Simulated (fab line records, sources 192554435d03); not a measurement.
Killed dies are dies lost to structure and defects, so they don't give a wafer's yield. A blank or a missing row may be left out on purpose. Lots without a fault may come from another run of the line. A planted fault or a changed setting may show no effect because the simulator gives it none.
fab line records | flow n5_finfet
record lots=24 wafers=72 last_day=18
route steps=1938 shown BEOL_M13@1679 BEOL_M14@1726
lots that met no fault: from a run of the same line without faults
start_h: hours from the record's first day to the start of the lot's first wafer shown | wait_h: hours since the lot's step before | " the same as in the row above | L1.1+2: a row that stands for several wafers | - no value, or no start given | * or withheld: withheld | < > ~ a bound
route shown NAME@n: a module of which the file shows steps, and the number in the route of the first | usual: mean/standard deviation of fault-free wafers | same: alike in all rows | chamber/n: place in a boat | sites: the reading at each site | _std_site: their standard deviation | _edge_site: outer sites' mean less inner sites' | radius_mm: how far each site lies from the wafer's centre | mask NAME#n: copy n | behind: the tool/chamber that last shaped the wafer | hold: why the lot was held/for how many hours/how that ended | device: the transistor (n, p or np) that didn't switch | end of line: the same wafers' tests at the end of the route | a step without rows: its recipe alone | killed: dies lost to structure and defects at the first sort, not the wafer's yield | map: a wafer's dies, x killed, . not, _ none there
set.NAME: the setting as run; set.NAME@STEP: as run at that earlier step | model.NAME: the simulator's own value behind a step, which no gauge read
steps of the route over a sample of lots; a table a step, a row a wafer
services: from which hour (start_h, from the record's first day; less than 0 if before it) a tool's chamber was out of use, for how many hours, and why
## steps
# step N5_BEOL_M13_CD_MEAS_17
# recipe target_cd_nm=190 polarity=opening
# usual cd_nm=190.1/2
# columns lot.wafer tool chamber start_h wait_h cd_nm
L074.1 cd_sem-01 - 252.45 0.0 190.4
L074.4 " - " " 190.1
L074.6 " - " " 193.2
L075.2 cd_sem-02 - 258.85 0.0 189.1
L075.3 " - " " 190.9
L075.6 " - " " 192.5
L078.2 cd_sem-01 - 274.84 0.0 187.0
L078.3 " - " " 190.1
L078.5 " - " " 190.2
L076.1 cd_sem-02 - 278.84 0.0 194.1
L076.3 " - " " 192.2
L076.6 " - " " 190.3
L081.1 cd_sem-03 - 284.82 0.0 192.4
L081.2 " - " " 189.9
L081.4 " - " " 189.5
L079.1 cd_sem-01 - 289.86 0.0 188.4
L079.5 " - " " 189.9
L079.6 " - " " 189.3
L080.1 cd_sem-03 - 290.05 0.0 188.6
L080.3 " - " " 190.6
L080.5 " - " " 188.8
L077.2 cd_sem-02 - 290.73 0.0 192.0
L077.4 " - " " 191.1
L077.6 " - " " 190.3
L082.2 cd_sem-03 - 299.60 0.0 191.6
L082.3 " - " " 190.3
L082.4 " - " " 190.0
L083.1 cd_sem-02 - 304.00 0.0 188.0
L083.5 " - " " 188.3
L083.6 " - " " 189.2
L084.3 cd_sem-03 - 304.12 0.0 185.1
L084.4 " - " " 186.0
L084.6 " - " " 191.9
L085.1 cd_sem-01 - 310.78 0.0 188.9
L085.3 " - " " 190.6
L085.5 " - " " 190.5
L086.1 cd_sem-03 - 318.00 0.0 187.1
L086.3 " - " " 186.3
L086.6 " - " " 188.3
L087.2 cd_sem-03 - 319.72 0.0 189.5
L087.5 " - " " 189.2
L087.6 " - " " 189.9
L088.1 cd_sem-01 - 337.94 0.0 189.3
L088.4 " - " " 191.9
L088.5 " - " " 190.9
L089.1 cd_sem-02 - 345.64 0.0 190.5
L089.4 " - " " 191.4
L089.6 " - " " 190.8
L091.2 cd_sem-02 - 349.87 0.0 187.3
L091.3 " - " " 189.8
L091.5 " - " " 185.2
L093.3 cd_sem-02 - 355.81 0.0 189.0
L093.5 " - " " 192.6
L093.6 " - " " 191.5
L090.3 cd_sem-03 - 357.57 0.0 188.0
L090.4 " - " " 190.0
L090.6 " - " " 189.2
L092.1 cd_sem-02 - 359.05 0.0 191.3
L092.2 " - " " 193.1
L092.5 " - " " 192.1
L094.2 cd_sem-03 - 362.09 0.0 185.0
L094.3 " - " " 188.5
L094.6 " - " " 189.8
L095.2 cd_sem-03 - 386.11 0.0 189.7
L095.5 " - " " 190.4
L095.6 " - " " 190.7
L097.2 cd_sem-02 - 392.48 0.0 192.0
L097.3 " - " " 187.1
L097.6 " - " " 187.9
L096.4 cd_sem-02 - 393.37 0.0 191.9
L096.5 " - " " 190.2
L096.6 " - " " 190.4
# step N5_BEOL_M13_INSPECT_30
# recipe mode=adi inspect_instrument=macro
# usual raw_defect_count=2.1/1.5
# columns lot.wafer tool chamber start_h wait_h raw_defect_count
L074.1 defect_inspect-01 - 252.83 0.0 1
L074.4 " - " " 3
L074.6 " - " " 3
L075.2 defect_inspect-01 - 259.35 0.0 0
L075.3 " - " " 2
L075.6 " - " " 3
L078.2 defect_inspect-02 - 275.22 0.0 2
L078.3 " - " " 3
L078.5 " - " " 2
L076.1 defect_inspect-01 - 279.22 0.0 5
L076.3 " - " " 4
L076.6 " - " " 3
L081.1 defect_inspect-02 - 285.20 0.0 2
L081.2 " - " " 4
L081.4 " - " " 0
L079.1 defect_inspect-01 - 290.36 0.0 2
L079.5 " - " " 3
L079.6 " - " " 2
L080.1 defect_inspect-02 - 290.55 0.0 3
L080.3 " - " " 2
L080.5 " - " " 0
L077.2 defect_inspect-01 - 291.23 0.0 0
L077.4 " - " " 1
L077.6 " - " " 0
L082.2 defect_inspect-01 - 299.98 0.0 1
L082.3 " - " " 3
L082.4 " - " " 2
L083.1 defect_inspect-01 - 304.50 0.0 0
L083.5 " - " " 4
L083.6 " - " " 3
L084.3 defect_inspect-02 - 304.66 0.0 1
L084.4 " - " " 1
L084.6 " - " " 3
L085.1 defect_inspect-02 - 311.17 0.0 2
L085.3 " - " " 2
L085.5 " - " " 1
L086.1 defect_inspect-02 - 318.38 0.0 3
L086.3 " - " " 1
L086.6 " - " " 1
L087.2 defect_inspect-01 - 320.10 0.0 1
L087.5 " - " " 2
L087.6 " - " " 2
L088.1 defect_inspect-02 - 338.32 0.0 6
L088.4 " - " " 3
L088.5 " - " " 5
L089.1 defect_inspect-01 - 346.02 0.0 1
L089.4 " - " " 1
L089.6 " - " " 5
L091.2 defect_inspect-02 - 350.38 0.0 1
L091.3 " - " " 0
L091.5 " - " " 1
L093.3 defect_inspect-01 - 356.19 0.0 1
L093.5 " - " " 1
L093.6 " - " " 2
L090.3 defect_inspect-01 - 357.95 0.0 2
L090.4 " - " " 2
L090.6 " - " " 3
L092.1 defect_inspect-01 - 359.43 0.0 2
L092.2 " - " " 1
L092.5 " - " " 2
L094.2 defect_inspect-01 - 362.47 0.0 2
L094.3 " - " " 2
L094.6 " - " " 2
L095.2 defect_inspect-01 - 386.61 0.0 0
L095.5 " - " " 2
L095.6 " - " " 0
L097.2 defect_inspect-01 - 393.02 0.0 0
L097.3 " - " " 5
L097.6 " - " " 3
L096.4 defect_inspect-01 - 393.88 0.0 6
L096.5 " - " " 0
L096.6 " - " " 2
# step N5_BEOL_M13_ETCH_67
# recipe chemistry=CF4 target=SiARC target_depth_a=1430 time_s=238.3 ion_energy_ev=80 pressure_mtorr=40 source_w=545 bias_w=36 Ar_flow_sccm=100 cf4_flow_sccm=100 ends=cleared
# usual cf4_flow_sccm=100.0/0.32 drypump_motor_current_A=5.8/0.51 etch_rf_on_time_s=241/6.2 oes_product_au=0.67/0.058 rf_vpp_V=183.9/0.96 showerhead_plenum_p_Torr=2.13/0.06 throttle_valve_pct=15.54/0.22
# columns lot.wafer tool chamber start_h wait_h cf4_flow_sccm drypump_motor_current_A etch_rf_on_time_s oes_product_au rf_hours_counter_h rf_vpp_V showerhead_plenum_p_Torr throttle_valve_pct
L074.1 rie_diel-05 2 252.90 0.0 100.1 5.0 238 0.71 88 183.5 2.06 15.53
L074.4 " 3 " " 100.1 5.8 247 0.60 218 184.3 2.21 16.03
L074.6 " 3 " " 100.0 5.8 247 0.59 - 183.0 2.21 16.00
L075.2 rie_diel-01 0 259.42 0.0 99.8 5.5 225 0.76 49 183.7 2.08 15.31
L075.3 " 1 " " 99.7 5.4 254 0.69 57 184.1 2.10 15.29
L075.6 " 0 " " 100.0 5.5 227 0.74 - 182.8 2.08 15.31
L078.2 rie_diel-05 0 275.29 0.0 99.8 5.1 243 0.59 210 183.2 2.03 15.58
L078.3 " 1 " " 99.9 6.0 245 0.81 9 185.0 2.18 15.09
L078.5 " 2 " " 100.3 5.0 241 0.70 - 182.3 2.06 15.54
L076.1 rie_diel-03 1 279.29 0.0 100.4 6.6 246 0.62 188 183.5 2.11 15.71
L076.3 " 2 " " 99.3 5.8 246 0.64 141 184.3 2.14 15.53
L076.6 " 0 " " 100.4 6.1 237 0.68 - 184.3 2.14 15.53
L081.1 rie_diel-03 1 285.33 0.0 100.2 6.6 246 0.62 190 183.1 2.11 15.72
L081.2 " 2 " " 99.9 5.8 246 0.64 142 183.3 2.14 15.52
L081.4 " 0 " " 100.0 6.0 240 0.68 93 183.7 2.14 15.54
L079.1 rie_diel-01 1 290.43 0.0 100.1 5.4 252 0.69 66 182.9 2.10 15.29
L079.5 " 3 " " 99.5 6.0 241 0.70 - 183.8 2.18 15.63
L079.6 " 0 " " 99.8 5.5 228 0.74 - 184.2 2.08 15.34
L080.1 rie_diel-03 2 290.76 0.0 100.0 5.8 242 0.63 144 184.5 2.14 15.55
L080.3 " 1 " " 99.6 6.6 243 0.63 192 184.7 2.11 15.74
L080.5 " 2 " " 99.9 5.8 244 0.63 - 184.1 2.14 15.57
L077.2 rie_diel-01 2 291.30 0.0 99.9 5.3 239 0.72 54 184.8 2.07 15.25
L077.4 " 1 " " 100.0 5.4 250 0.68 66 183.8 2.10 15.31
L077.6 " 0 " " 99.6 5.5 223 0.75 - 183.7 2.08 15.33
L082.2 rie_diel-05 3 300.04 0.0 100.5 5.8 251 0.58 234 184.7 2.21 16.07
L082.3 " 1 " " 99.3 5.9 240 0.80 17 185.4 2.18 15.10
L082.4 " 2 " " 100.2 5.1 239 0.70 103 183.0 2.06 15.56
L083.1 rie_diel-05 1 304.57 0.0 100.1 6.0 243 0.79 19 185.5 2.18 15.12
L083.5 " 3 " " 100.0 5.8 250 0.58 - 184.4 2.21 16.07
L083.6 " 2 " " 100.7 5.0 240 0.70 - 182.8 2.06 15.57
L084.3 rie_diel-01 1 304.73 0.0 100.2 5.4 248 0.68 70 182.9 2.10 15.31
L084.4 " 2 " " 99.7 5.3 237 0.73 58 184.4 2.07 15.26
L084.6 " 2 " " 99.6 5.3 237 0.73 - 183.3 2.07 15.27
L085.1 rie_diel-03 2 311.24 0.0 99.5 5.8 242 0.63 151 184.4 2.14 15.57
L085.3 " 3 " " 100.0 6.5 237 0.71 71 185.2 2.25 15.37
L085.5 " 1 " " 99.9 6.6 242 0.62 - 183.6 2.11 15.74
L086.1 rie_diel-03 3 318.52 0.0 99.8 6.5 240 0.72 73 183.2 2.25 15.38
L086.3 " 2 " " 99.8 5.8 241 0.63 153 184.0 2.14 15.56
L086.6 " 1 " " 99.9 6.6 242 0.63 - 182.6 2.11 15.74
L087.2 rie_diel-01 3 320.17 0.0 100.1 6.0 238 0.69 95 184.9 2.18 15.64
L087.5 " 2 " " 100.0 5.2 239 0.72 - 183.6 2.07 15.27
L087.6 " 1 " " 99.9 5.4 251 0.68 - 183.3 2.09 15.33
L088.1 rie_diel-03 3 338.39 0.0 99.7 6.5 243 0.70 78 185.0 2.24 15.37
L088.4 " 0 " " 100.0 6.1 237 0.67 110 185.1 2.13 15.59
L088.5 " 1 " " 100.3 6.6 245 0.61 - 184.1 2.11 15.76
L089.1 rie_diel-03 1 346.09 0.0 100.6 6.6 248 0.61 209 184.6 2.11 15.77
L089.4 " 0 " " 100.2 6.0 238 0.66 112 184.6 2.13 15.59
L089.6 " 1 " " 99.9 6.6 243 0.62 - 182.9 2.11 15.75
L091.2 rie_diel-01 1 350.45 0.0 99.9 5.4 250 0.67 84 184.2 2.09 15.35
L091.3 " 2 " " 100.3 5.3 240 0.71 72 184.1 2.07 15.30
L091.5 " 0 " " 99.3 5.5 227 0.72 - 183.6 2.07 15.37
L093.3 rie_diel-03 3 356.26 0.0 100.0 6.5 247 0.69 83 184.4 2.24 15.37
L093.5 " 0 " " 99.2 6.1 237 0.67 - 184.7 2.13 15.58
L093.6 " 1 " " 99.6 6.6 245 0.61 - 182.7 2.11 15.77
L090.3 rie_diel-05 2 358.02 0.0 100.3 5.1 245 0.67 121 183.5 2.05 15.59
L090.4 " 1 " " 99.5 6.0 245 0.76 - 185.5 2.17 15.14
L090.6 " 0 " " 99.6 5.1 250 0.57 - 182.9 2.03 15.64
L092.1 rie_diel-05 2 359.50 0.0 99.5 5.0 242 0.67 122 182.0 2.05 15.60
L092.2 " 0 " " 100.1 5.1 247 0.57 239 183.6 2.03 15.66
L092.5 " 1 " " 100.2 5.9 241 0.76 - 185.1 2.17 15.16
L094.2 rie_diel-03 3 362.60 0.0 99.8 6.5 247 0.69 86 184.9 2.24 15.39
L094.3 " 2 " " 100.3 5.8 243 0.62 165 183.7 2.13 15.59
L094.6 " 1 " " 99.5 6.6 248 0.60 - 183.6 2.11 15.77
L095.2 rie_diel-05 1 386.68 0.0 100.1 5.9 241 0.75 45 185.0 2.17 15.15
L095.5 " 1 " " 100.5 5.9 239 0.76 - 185.0 2.17 15.17
L095.6 " 3 " " 99.7 5.8 249 0.80 - 186.2 2.20 15.67
L097.2 rie_diel-03 2 393.18 0.0 100.1 5.8 243 0.61 176 183.8 2.13 15.63
L097.3 " 0 " " 99.5 6.0 236 0.66 118 183.9 2.13 15.60
L097.6 " 1 " " 99.7 6.6 243 0.61 - 184.1 2.10 15.79
L096.4 rie_diel-03 2 393.94 0.0 99.8 5.8 244 0.61 176 183.9 2.13 15.62
L096.5 " 0 " " 100.0 6.0 233 0.67 - 184.0 2.13 15.60
L096.6 " 3 " " 99.7 6.5 240 0.69 - 185.8 2.24 15.45
# step N5_BEOL_M13_OCD_MEAS_35
# usual trench_depth_nm=413/7.5
# columns lot.wafer tool chamber start_h wait_h trench_depth_nm
L074.1 ocd-02 - 253.44 0.0 422
L074.4 " - " " 413
L074.6 " - " " 412
L075.2 ocd-02 - 259.96 0.0 429
L075.3 " - " " 419
L075.6 " - " " 428
L078.2 ocd-01 - 275.83 0.0 401
L078.3 " - " " 420
L078.5 " - " " 425
L076.1 ocd-02 - 279.83 0.0 409
L076.3 " - " " 404
L076.6 " - " " 411
L081.1 ocd-02 - 285.87 0.0 411
L081.2 " - " " 407
L081.4 " - " " 413
L079.1 ocd-01 - 290.98 0.0 418
L079.5 " - " " 417
L079.6 " - " " 426
L080.1 ocd-01 - 291.30 0.0 406
L080.3 " - " " 406
L080.5 " - " " 403
L077.2 ocd-01 - 291.85 0.0 414
L077.4 " - " " 413
L077.6 " - " " 422
L082.2 ocd-02 - 300.59 0.0 410
L082.3 " - " " 424
L082.4 " - " " 419
L083.1 ocd-02 - 305.11 0.0 422
L083.5 " - " " 416
L083.6 " - " " 421
L084.3 ocd-01 - 305.28 0.0 420
L084.4 " - " " 418
L084.6 " - " " 414
L085.1 ocd-01 - 311.78 0.0 403
L085.3 " - " " 413
L085.5 " - " " 408
L086.1 ocd-01 - 319.06 0.0 413
L086.3 " - " " 403
L086.6 " - " " 407
L087.2 ocd-02 - 320.72 0.0 416
L087.5 " - " " 418
L087.6 " - " " 415
L088.1 ocd-02 - 338.94 0.0 415
L088.4 " - " " 412
L088.5 " - " " 407
L089.1 ocd-02 - 346.63 0.0 406
L089.4 " - " " 412
L089.6 " - " " 405
L091.2 ocd-02 - 350.99 0.0 418
L091.3 " - " " 418
L091.5 " - " " 420
L093.3 ocd-02 - 356.80 0.0 410
L093.5 " - " " 411
L093.6 " - " " 408
L090.3 ocd-02 - 358.56 0.0 416
L090.4 " - " " 425
L090.6 " - " " 389
L092.1 ocd-01 - 360.04 0.0 416
L092.2 " - " " 391
L092.5 " - " " 421
L094.2 ocd-01 - 363.15 0.0 409
L094.3 " - " " 407
L094.6 " - " " 405
L095.2 ocd-02 - 387.23 0.0 427
L095.5 " - " " 428
L095.6 " - " " 418
L097.2 ocd-01 - 393.72 0.0 402
L097.3 " - " " 412
L097.6 " - " " 408
L096.4 ocd-01 - 394.49 0.0 404
L096.5 " - " " 416
L096.6 " - " " 411
# step N5_BEOL_M14_CD_MEAS_10
# recipe target_cd_nm=250 landing_energy_ev=500 detector=se_inlens polarity=opening
# usual cd_nm=249.1/2
# columns lot.wafer tool chamber start_h wait_h cd_nm
L074.1 cd_sem-01 0 256.56 - 248.9
L074.4 " 0 " " 249.5
L074.6 " 0 " " 248.4
L075.2 cd_sem-02 0 263.55 - 250.6
L075.3 " 0 " " 249.9
L075.6 " 0 " " 244.8
L078.2 cd_sem-01 0 278.63 - 251.4
L078.3 " 0 " " 250.6
L078.5 " 0 " " 248.3
L076.1 cd_sem-03 0 283.39 - 246.9
L076.3 " 0 " " 243.6
L076.6 " 0 " " 248.2
L081.1 cd_sem-02 0 291.58 - 250.6
L081.2 " 0 " " 249.2
L081.4 " 0 " " 248.3
L079.1 cd_sem-01 0 295.25 - 249.5
L079.5 " 0 " " 249.5
L079.6 " 0 " " 250.0
L080.1 cd_sem-02 0 295.29 - 249.1
L080.3 " 0 " " 247.1
L080.5 " 0 " " 250.2
L077.2 cd_sem-03 0 296.28 - 250.6
L077.4 " 0 " " 251.1
L077.6 " 0 " " 252.3
L082.2 cd_sem-02 0 305.18 - 248.2
L082.3 " 0 " " 247.4
L082.4 " 0 " " 247.2
L083.1 cd_sem-03 0 309.28 - 244.8
L083.5 " 0 " " 248.2
L083.6 " 0 " " 246.7
L084.3 cd_sem-01 0 309.55 - 252.3
L084.4 " 0 " " 251.4
L084.6 " 0 " " 250.4
L085.1 cd_sem-01 0 316.95 - 248.7
L085.3 " 0 " " 247.3
L085.5 " 0 " " 248.8
L086.1 cd_sem-03 0 322.20 - 249.4
L086.3 " 0 " " 249.8
L086.6 " 0 " " 251.4
L087.2 cd_sem-03 0 323.25 - 248.7
L087.5 " 0 " " 248.1
L087.6 " 0 " " 247.8
L088.1 cd_sem-03 0 346.39 - 247.8
L088.4 " 0 " " 248.4
L088.5 " 0 " " 250.9
L089.1 cd_sem-02 0 349.82 - 249.2
L089.4 " 0 " " 245.8
L089.6 " 0 " " 249.3
L091.2 cd_sem-02 0 353.30 - 249.1
L091.3 " 0 " " 252.9
L091.5 " 0 " " 253.4
L090.3 cd_sem-03 0 365.17 - 247.4
L090.4 " 0 " " 246.1
L090.6 " 0 " " 248.7
L093.3 cd_sem-02 0 366.49 - 250.5
L093.5 " 0 " " 249.1
L093.6 " 0 " " 249.6
L092.1 cd_sem-02 0 366.66 - 248.9
L092.2 " 0 " " 250.4
L092.5 " 0 " " 245.0
L094.2 cd_sem-01 0 367.03 - 250.4
L094.3 " 0 " " 250.1
L094.6 " 0 " " 248.9
L095.2 cd_sem-01 0 393.90 - 251.1
L095.5 " 0 " " 250.2
L095.6 " 0 " " 249.2
L097.2 cd_sem-02 0 396.91 - 248.7
L097.3 " 0 " " 252.3
L097.6 " 0 " " 249.9
L096.4 cd_sem-03 0 398.15 - 250.8
L096.5 " 0 " " 250.8
L096.6 " 0 " " 251.3
# step N5_BEOL_M14_ETCH_68
# recipe chemistry=N2/H2 target=SOC mask_material=SiARC source_w=3000 bias_w=350 temp_c=40 time_s=450 ion_energy_ev=200 pressure_mtorr=30 n2_flow_sccm=200 h2_flow_sccm=200
# usual drypump_motor_current_A=6.0/0.41 oes_product_au=0.80/0.083 rf_vpp_V=524.6/2.6 showerhead_plenum_p_Torr=2.57/0.097 throttle_valve_pct=17.70/0.28
# columns lot.wafer tool chamber start_h wait_h drypump_motor_current_A oes_product_au rf_hours_counter_h rf_vpp_V showerhead_plenum_p_Torr throttle_valve_pct
L074.1 rie_diel-04 2 258.08 0.1 6.0 0.80 106 527.0 2.66 17.79
L074.4 " 1 " " 5.9 0.90 23 524.8 2.59 17.50
L074.6 " 1 " " 5.8 0.90 - 526.2 2.59 17.50
L075.2 rie_diel-06 2 265.03 0.1 4.9 0.69 246 523.0 2.51 18.06
L075.3 " 1 " " 5.8 0.77 123 520.8 2.45 17.64
L075.6 " 0 " " 6.4 0.73 - 523.7 2.55 17.78
L078.2 rie_diel-04 2 279.88 0.1 6.0 0.80 114 528.0 2.66 17.80
L078.3 " 3 " " 5.8 0.92 24 528.9 2.71 17.10
L078.5 " 3 " " 5.9 0.93 - 528.7 2.71 17.10
L076.1 rie_diel-04 1 284.52 0.1 5.9 0.88 32 526.2 2.59 17.51
L076.3 " 2 " " 6.0 0.79 116 526.9 2.66 17.81
L076.6 " 3 " " 5.9 0.90 - 528.8 2.71 17.15
L081.1 rie_diel-04 2 292.92 0.1 6.0 0.79 119 525.9 2.66 17.82
L081.2 " 3 " " 5.8 0.89 30 527.1 2.71 17.13
L081.4 " 0 " " 5.9 0.82 79 527.8 2.69 18.13
L079.1 rie_diel-04 3 296.49 0.1 5.8 0.89 31 528.5 2.71 17.15
L079.5 " 3 " " 5.8 0.89 - 527.2 2.71 17.12
L079.6 " 2 " " 6.0 0.77 - 527.2 2.66 17.80
L080.1 rie_diel-02 0 296.53 0.1 5.8 0.68 225 519.3 2.39 17.64
L080.3 " 2 " " 5.9 0.95 23 522.1 2.47 17.26
L080.5 " 3 " " 6.8 0.93 - 522.7 2.48 17.71
L077.2 rie_diel-02 1 297.52 0.1 6.3 0.79 101 524.4 2.55 17.67
L077.4 " 0 " " 5.8 0.68 225 521.2 2.39 17.62
L077.6 " 2 " " 5.9 0.94 - 523.8 2.47 17.28
L082.2 rie_diel-06 1 306.30 0.1 5.8 0.75 139 521.8 2.44 17.68
L082.3 " 2 " " 4.9 0.97 4 522.6 2.51 17.66
L082.4 " 3 " " 6.4 0.73 181 527.3 2.64 17.92
L083.1 rie_diel-06 2 310.57 0.1 4.9 0.96 7 522.4 2.51 17.65
L083.5 " 0 " " 6.4 0.69 - 523.8 2.54 17.82
L083.6 " 1 " " 5.8 0.75 - 520.9 2.44 17.68
L084.3 rie_diel-06 2 311.44 0.1 4.9 0.97 7 521.3 2.51 17.64
L084.4 " 1 " " 5.7 0.75 142 521.9 2.44 17.66
L084.6 " 0 " " 6.4 0.71 - 524.3 2.54 17.83
L085.1 rie_diel-04 0 318.32 0.1 5.9 0.81 88 527.6 2.69 18.12
L085.3 " 2 " " 6.0 0.76 128 527.4 2.65 17.82
L085.5 " 1 " " 5.8 0.85 - 525.0 2.58 17.53
L086.1 rie_diel-06 1 323.57 0.1 5.7 0.75 147 520.8 2.44 17.70
L086.3 " 2 " " 4.9 0.96 11 522.7 2.51 17.66
L086.6 " 0 " " 6.4 0.70 - 522.8 2.54 17.83
L087.2 rie_diel-02 0 324.72 0.1 5.8 0.68 236 520.7 2.39 17.65
L087.5 " 0 " " 5.8 0.68 - 521.1 2.39 17.63
L087.6 " 3 " " 6.8 0.89 - 522.6 2.47 17.73
L088.1 rie_diel-04 0 347.64 0.1 5.9 0.80 99 528.6 2.69 18.16
L088.4 " 1 " " 5.9 0.85 54 523.2 2.58 17.55
L088.5 " 2 " " 6.0 0.77 - 527.5 2.65 17.85
L089.1 rie_diel-04 0 351.07 0.1 5.9 0.79 100 526.7 2.69 18.16
L089.4 " 3 " " 5.8 0.87 49 528.1 2.70 17.18
L089.6 " 3 " " 5.8 0.87 - 528.5 2.70 17.15
L091.2 rie_diel-06 0 355.27 0.1 6.4 0.69 202 521.8 2.53 17.85
L091.3 " 3 " " 6.4 0.73 198 524.8 2.63 17.94
L091.5 " 1 " " 5.8 0.74 - 521.1 2.44 17.71
L090.3 rie_diel-06 0 366.30 0.1 6.4 0.69 205 523.2 2.53 17.85
L090.4 " 1 " " 5.7 0.73 161 520.1 2.44 17.71
L090.6 " 3 " " 6.4 0.73 - 525.0 2.63 17.92
L093.3 rie_diel-06 1 367.77 0.1 5.8 0.74 162 520.3 2.43 17.71
L093.5 " 1 " " 5.8 0.73 - 521.9 2.43 17.70
L093.6 " 2 " " 5.0 0.92 - 522.3 2.50 17.67
L092.1 rie_diel-06 0 368.47 0.1 6.4 0.69 206 524.3 2.53 17.86
L092.2 " 1 " " 5.8 0.74 163 521.8 2.43 17.71
L092.5 " 1 " " 5.7 0.73 - 521.1 2.43 17.70
L094.2 rie_diel-04 0 368.98 0.1 5.9 0.79 108 527.9 2.68 18.17
L094.3 " 1 " " 5.8 0.83 - 524.6 2.58 17.57
L094.6 " 0 " " 5.9 0.79 - 528.3 2.68 18.17
L095.2 rie_diel-04 3 395.19 0.1 5.8 0.85 61 526.4 2.69 17.18
L095.5 " 3 " " 5.8 0.86 - 527.3 2.69 17.18
L095.6 " 2 " " 6.0 0.76 - 526.6 2.64 17.87
L097.2 rie_diel-02 0 398.21 0.1 5.8 0.94 5 521.9 2.38 17.35
L097.3 " 2 " " 5.8 0.87 60 521.0 2.45 17.32
L097.6 " 0 " " 5.8 0.95 - 519.9 2.38 17.35
L096.4 rie_diel-06 3 399.54 0.1 6.4 0.73 - 525.7 2.63 17.95
L096.5 " 1 " " 5.8 0.72 - 520.7 2.43 17.74
L096.6 " 0 " " 6.4 0.68 - 522.8 2.53 17.85
## services
# columns tool chamber start_h hours kind
rie_diel-02 3 235.38 - clean
rie_diel-02 3 235.38 - consumable_replace:focus_ring
rie_diel-03 3 256.81 3.9 repair
rie_diel-06 2 274.97 - clean
rie_diel-06 2 274.97 - consumable_replace:focus_ring
rie_diel-06 2 274.97 20.6 scheduled_down
rie_diel-06 2 274.97 20.6 vent_cycle
rie_diel-06 - 279.75 0.6 repair
rie_diel-01 0 339.95 5.7 repair
rie_diel-05 3 352.23 - clean
rie_diel-05 3 352.23 - consumable_replace:focus_ring
rie_diel-05 3 352.23 17.2 scheduled_down
rie_diel-05 3 352.23 17.2 vent_cycle
rie_diel-01 - 359.56 0.5 repair
rie_diel-04 2 365.46 5.0 repair
rie_diel-04 - 376.07 3.0 repair
rie_diel-01 - 382.50 0.2 repair
rie_diel-05 0 385.16 3.4 repair
rie_diel-05 0 396.15 - clean
rie_diel-05 0 396.15 - consumable_replace:focus_ring
rie_diel-05 0 396.15 - consumable_replace:showerhead
rie_diel-05 0 396.15 21.4 scheduled_down
rie_diel-05 0 396.15 21.4 vent_cycle
rie_diel-06 2 398.58 13.6 repair
## key
fault none
